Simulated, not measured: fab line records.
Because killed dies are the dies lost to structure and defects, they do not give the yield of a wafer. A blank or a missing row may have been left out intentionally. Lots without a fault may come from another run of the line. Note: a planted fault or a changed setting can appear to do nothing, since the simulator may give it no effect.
Split-lot trial || flow n5_finfet || on a route of 1938 steps: 7 lots, 39 wafers read

== ON THE SPLIT ==
At N5_GATE_CUT_HM_DEP_46 (deposits SiO2 from TEOS/O2, target thk 130 nm, time 26.6 s), the setting target_thk_a was moved away from the recipe's 1300 angstrom on 12 of the 39 wafers read, by -11.4% to +9.3%. For the rest of the wafers, this setting stayed at what the recipe calls for.

== FROM THE SPLIT TO THE READING: what the file shows between them, 9 steps ==
- N5_GATE_CUT_COAT_34: time 60 s, resist thk 60 nm
- N5_GATE_CUT_COAT_35: time 60 s, resist thk 10 nm
- N5_GATE_CUT_STRIP_38: strips in N2/H2
- N5_GATE_CUT_STRIP_39: strips in N2/H2
- N5_GATE_CUT_HM_OPEN_40: chemistry C4F6/O2, target SiO2, target depth 139 nm, time 85.1 s
- N5_GATE_CUT_STRIP_41: strips in CF4
- N5_GATE_CUT_STRIP_42: strips in O2
- N5_GATE_CUT_ALD_22: deposits SiNx, target thk 16 nm, pulse time 1 s, ald cycles 320
- N5_GATE_CUT_CMP_23: polishes, stops on SiO2, t overpolish 23.4 s, target thk 16 nm

== THE READING ==
At N5_GATE_CUT_THK_MEAS_24: GC_FILL_THK, given in nm. A value of 220.5 nm with a standard deviation of 2.9 nm is what fault-free wafers of this fab line usually give.

{"wafer": "L084.1", "tool, chamber at the split": "pecvd-01, 1", "target_thk_a as run, angstrom": 1300, "against the recipe": "recipe", "GC_FILL_THK, nm": 219.4, "against lot-mates on the recipe": "-"}
{"wafer": "L084.2", "tool, chamber at the split": "pecvd-01, 0", "target_thk_a as run, angstrom": 1152, "against the recipe": "-11.4%", "GC_FILL_THK, nm": 203.6, "against lot-mates on the recipe": -15.9}
{"wafer": "L084.3", "tool, chamber at the split": "pecvd-01, 2", "target_thk_a as run, angstrom": 1152, "against the recipe": "-11.4%", "GC_FILL_THK, nm": 206.5, "against lot-mates on the recipe": -13.0}
{"wafer": "L084.4", "tool, chamber at the split": "pecvd-01, 1", "target_thk_a as run, angstrom": 1300, "against the recipe": "recipe", "GC_FILL_THK, nm": 218.7, "against lot-mates on the recipe": "-"}
{"wafer": "L084.5", "tool, chamber at the split": "pecvd-01, 2", "target_thk_a as run, angstrom": 1152, "against the recipe": "-11.4%", "GC_FILL_THK, nm": 205.7, "against lot-mates on the recipe": -13.8}
{"wafer": "L084.6", "tool, chamber at the split": "pecvd-01, 0", "target_thk_a as run, angstrom": 1300, "against the recipe": "recipe", "GC_FILL_THK, nm": 220.3, "against lot-mates on the recipe": "-"}
{"wafer": "L087.1", "tool, chamber at the split": "pecvd-03, 2", "target_thk_a as run, angstrom": 1300, "against the recipe": "recipe", "GC_FILL_THK, nm": 221.2, "against lot-mates on the recipe": "-"}
{"wafer": "L087.2", "tool, chamber at the split": "pecvd-03, 1", "target_thk_a as run, angstrom": 1175, "against the recipe": "-9.6%", "GC_FILL_THK, nm": 209.5, "against lot-mates on the recipe": -14.5}
{"wafer": "L087.3", "tool, chamber at the split": "pecvd-03, 0", "target_thk_a as run, angstrom": 1300, "against the recipe": "recipe", "GC_FILL_THK, nm": 224.5, "against lot-mates on the recipe": "-"}
{"wafer": "L087.4", "tool, chamber at the split": "pecvd-03, 2", "target_thk_a as run, angstrom": 1175, "against the recipe": "-9.6%", "GC_FILL_THK, nm": 208.5, "against lot-mates on the recipe": -15.5}
{"wafer": "L087.5", "tool, chamber at the split": "pecvd-03, 1", "target_thk_a as run, angstrom": 1300, "against the recipe": "recipe", "GC_FILL_THK, nm": 226.2, "against lot-mates on the recipe": "-"}
{"wafer": "L087.6", "tool, chamber at the split": "pecvd-03, 0", "target_thk_a as run, angstrom": 1175, "against the recipe": "-9.6%", "GC_FILL_THK, nm": 211.7, "against lot-mates on the recipe": -12.3}
{"wafer": "L088.1", "tool, chamber at the split": "pecvd-02, 2", "target_thk_a as run, angstrom": 1300, "against the recipe": "recipe", "GC_FILL_THK, nm": 213.6, "against lot-mates on the recipe": "-"}
{"wafer": "L088.2", "tool, chamber at the split": "pecvd-02, 0", "target_thk_a as run, angstrom": 1300, "against the recipe": "recipe", "GC_FILL_THK, nm": 222.2, "against lot-mates on the recipe": "-"}
{"wafer": "L088.3", "tool, chamber at the split": "pecvd-02, 1", "target_thk_a as run, angstrom": 1300, "against the recipe": "recipe", "GC_FILL_THK, nm": 216.8, "against lot-mates on the recipe": "-"}
{"wafer": "L088.4", "tool, chamber at the split": "pecvd-02, 1", "target_thk_a as run, angstrom": 1300, "against the recipe": "recipe", "GC_FILL_THK, nm": 220.1, "against lot-mates on the recipe": "-"}
{"wafer": "L088.5", "tool, chamber at the split": "pecvd-02, 2", "target_thk_a as run, angstrom": 1300, "against the recipe": "recipe", "GC_FILL_THK, nm": 220.4, "against lot-mates on the recipe": "-"}
{"wafer": "L088.6", "tool, chamber at the split": "pecvd-02, 0", "target_thk_a as run, angstrom": 1300, "against the recipe": "recipe", "GC_FILL_THK, nm": 223.2, "against lot-mates on the recipe": "-"}
{"wafer": "L091.1", "tool, chamber at the split": "pecvd-03, 1", "target_thk_a as run, angstrom": 1300, "against the recipe": "recipe", "GC_FILL_THK, nm": 220.5, "against lot-mates on the recipe": "-"}
{"wafer": "L091.2", "tool, chamber at the split": "pecvd-03, 2", "target_thk_a as run, angstrom": 1300, "against the recipe": "recipe", "GC_FILL_THK, nm": 219.8, "against lot-mates on the recipe": "-"}
{"wafer": "L091.3", "tool, chamber at the split": "pecvd-03, 0", "target_thk_a as run, angstrom": 1300, "against the recipe": "recipe", "GC_FILL_THK, nm": 223.9, "against lot-mates on the recipe": "-"}
{"wafer": "L091.4", "tool, chamber at the split": "pecvd-03, 2", "target_thk_a as run, angstrom": 1300, "against the recipe": "recipe", "GC_FILL_THK, nm": 221.0, "against lot-mates on the recipe": "-"}
{"wafer": "L091.5", "tool, chamber at the split": "pecvd-03, 0", "target_thk_a as run, angstrom": 1300, "against the recipe": "recipe", "GC_FILL_THK, nm": 225.2, "against lot-mates on the recipe": "-"}
{"wafer": "L091.6", "tool, chamber at the split": "pecvd-03, 1", "target_thk_a as run, angstrom": 1300, "against the recipe": "recipe", "GC_FILL_THK, nm": 223.3, "against lot-mates on the recipe": "-"}
{"wafer": "L093.1", "tool, chamber at the split": "pecvd-03, 0", "target_thk_a as run, angstrom": 1421, "against the recipe": "+9.3%", "GC_FILL_THK, nm": 232.9, "against lot-mates on the recipe": "+12.2"}
{"wafer": "L093.2", "tool, chamber at the split": "pecvd-03, 1", "target_thk_a as run, angstrom": 1421, "against the recipe": "+9.3%", "GC_FILL_THK, nm": 231.8, "against lot-mates on the recipe": "+11.1"}
{"wafer": "L093.3", "tool, chamber at the split": "pecvd-03, 2", "target_thk_a as run, angstrom": 1300, "against the recipe": "recipe", "GC_FILL_THK, nm": 219.4, "against lot-mates on the recipe": "-"}
{"wafer": "L093.4", "tool, chamber at the split": "pecvd-03, 1", "target_thk_a as run, angstrom": 1300, "against the recipe": "recipe", "GC_FILL_THK, nm": 221.3, "against lot-mates on the recipe": "-"}
{"wafer": "L093.5", "tool, chamber at the split": "pecvd-03, 2", "target_thk_a as run, angstrom": 1300, "against the recipe": "recipe", "GC_FILL_THK, nm": 221.5, "against lot-mates on the recipe": "-"}
{"wafer": "L093.6", "tool, chamber at the split": "pecvd-03, 0", "target_thk_a as run, angstrom": 1421, "against the recipe": "+9.3%", "GC_FILL_THK, nm": 234.7, "against lot-mates on the recipe": "+14.0"}
{"wafer": "L094.1", "tool, chamber at the split": "pecvd-01, 0", "target_thk_a as run, angstrom": 1300, "against the recipe": "recipe", "GC_FILL_THK, nm": 215.5, "against lot-mates on the recipe": "-"}
{"wafer": "L094.2", "tool, chamber at the split": "pecvd-01, 2", "target_thk_a as run, angstrom": 1183, "against the recipe": "-9.0%", "GC_FILL_THK, nm": 207.5, "against lot-mates on the recipe": -7.9}
{"wafer": "L094.3", "tool, chamber at the split": "pecvd-01, 1", "target_thk_a as run, angstrom": 1300, "against the recipe": "recipe", "GC_FILL_THK, nm": 214.1, "against lot-mates on the recipe": "-"}
{"wafer": "L094.4", "tool, chamber at the split": "pecvd-01, 2", "target_thk_a as run, angstrom": 1183, "against the recipe": "-9.0%", "GC_FILL_THK, nm": 208.7, "against lot-mates on the recipe": -6.7}
{"wafer": "L094.5", "tool, chamber at the split": "pecvd-01, 0", "target_thk_a as run, angstrom": 1300, "against the recipe": "recipe", "GC_FILL_THK, nm": 216.6, "against lot-mates on the recipe": "-"}
{"wafer": "L094.6", "tool, chamber at the split": "pecvd-01, 1", "target_thk_a as run, angstrom": 1183, "against the recipe": "-9.0%", "GC_FILL_THK, nm": 206.1, "against lot-mates on the recipe": -9.3}
{"wafer": "L095.2", "tool, chamber at the split": "pecvd-03, 1", "target_thk_a as run, angstrom": 1300, "against the recipe": "recipe", "GC_FILL_THK, nm": 221.0, "against lot-mates on the recipe": "-"}
{"wafer": "L095.5", "tool, chamber at the split": "pecvd-03, 0", "target_thk_a as run, angstrom": 1300, "against the recipe": "recipe", "GC_FILL_THK, nm": 225.6, "against lot-mates on the recipe": "-"}
{"wafer": "L095.6", "tool, chamber at the split": "pecvd-03, 1", "target_thk_a as run, angstrom": 1300, "against the recipe": "recipe", "GC_FILL_THK, nm": 222.2, "against lot-mates on the recipe": "-"}

THE FIT
A straight line over all 39 wafers: GC_FILL_THK changes by +1.32 nm for each +1% of target_thk_a; r = +0.92; the points scatter about the line by 2.9 nm.
The same after taking each lot's own level away (the mean of its wafers on the recipe; 39 wafers): +1.25 nm for each +1%; r = +0.95; scatter 2.2 nm.
Per that fit: largest target_thk_a move, reading shift of 14 nm.
From 215.40 to 223.97 nm: that is the span of the lots' own levels, equal to 3.0 times the standard deviation above.
The two slopes agree, so the slope changes little with the lot-to-lot level.
Check: for one of the wafers moved furthest among these (-11.4%), held out of the fit, the line's prediction against its lot-mates is -13.8 nm. It came out at -15.9 nm against them.

== THESE WAFERS: OTHER SPLITS ==
Other splits were also applied to these wafers ahead of the reading. Each is held against what the fit with the lots' levels taken away leaves over:
{"other split on the same wafers": "N5_DUMMY_GATE_CVD_03 temp_c", "wafers away from the commonest value": 30, "r with GC_FILL_THK (lot level and that fit taken away)": -0.09}
{"other split on the same wafers": "N5_DUMMY_GATE_ETCH_37 source_w", "wafers away from the commonest value": 15, "r with GC_FILL_THK (lot level and that fit taken away)": -0.13}
{"other split on the same wafers": "N5_DUMMY_GATE_ETCH_32 time_s", "wafers away from the commonest value": 15, "r with GC_FILL_THK (lot level and that fit taken away)": -0.08}
{"other split on the same wafers": "N5_HKMG_FIN_ETCH_31 bias_w", "wafers away from the commonest value": 12, "r with GC_FILL_THK (lot level and that fit taken away)": "+0.32"}

== THE WHOLE CHAIN: every reading that the file lists as answering this split, in the file's order ==
{"step": "N5_GATE_CUT_HM_DEP_46", "what it does": "deposits SiO2 from TEOS/O2, target thk 130 nm, time 26.6 s", "reading": "SiO2_of_GATE_CUT_HM_DEP_46.thk_nm (the simulator's own value, which no gauge read)", "change (the file's fit)": "+1.22 nm for each +1% of the setting", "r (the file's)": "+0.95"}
{"step": "N5_GATE_CUT_HM_OPEN_40", "what it does": "chemistry C4F6/O2, target SiO2, target depth 139 nm, time 85.1 s", "reading": "etch_rf_on_time_s", "change (the file's fit)": "withheld for each +1% of the setting", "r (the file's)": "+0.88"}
{"step": "N5_GATE_CUT_HM_OPEN_40", "what it does": "chemistry C4F6/O2, target SiO2, target depth 139 nm, time 85.1 s", "reading": "etch.depth_nm (the simulator's own value, which no gauge read)", "change (the file's fit)": "+1.22 nm for each +1% of the setting", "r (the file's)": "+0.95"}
{"step": "N5_GATE_CUT_HM_OPEN_40", "what it does": "chemistry C4F6/O2, target SiO2, target depth 139 nm, time 85.1 s", "reading": "SOC_of_GATE_CUT_COAT_34.thk_nm (the simulator's own value, which no gauge read)", "change (the file's fit)": "-0.234 nm for each +1% of the setting", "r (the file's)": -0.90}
{"step": "N5_GATE_CUT_THK_MEAS_24", "what it does": "", "reading": "GC_FILL_THK", "change (the file's fit)": "+1.24 for each +1% of the setting", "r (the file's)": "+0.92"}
{"step": "N5_GATE_CUT_CMP_43", "what it does": "polishes SiO2", "reading": "SiO2_of_GATE_CUT_HM_DEP_46.thk_nm (the simulator's own value, which no gauge read)", "change (the file's fit)": "+0.0582 nm for each +1% of the setting", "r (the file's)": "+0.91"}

== THE FILE'S OWN FIT ==
GC_FILL_THK changes by +1.24 nm for each +1% of target_thk_a, r = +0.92.
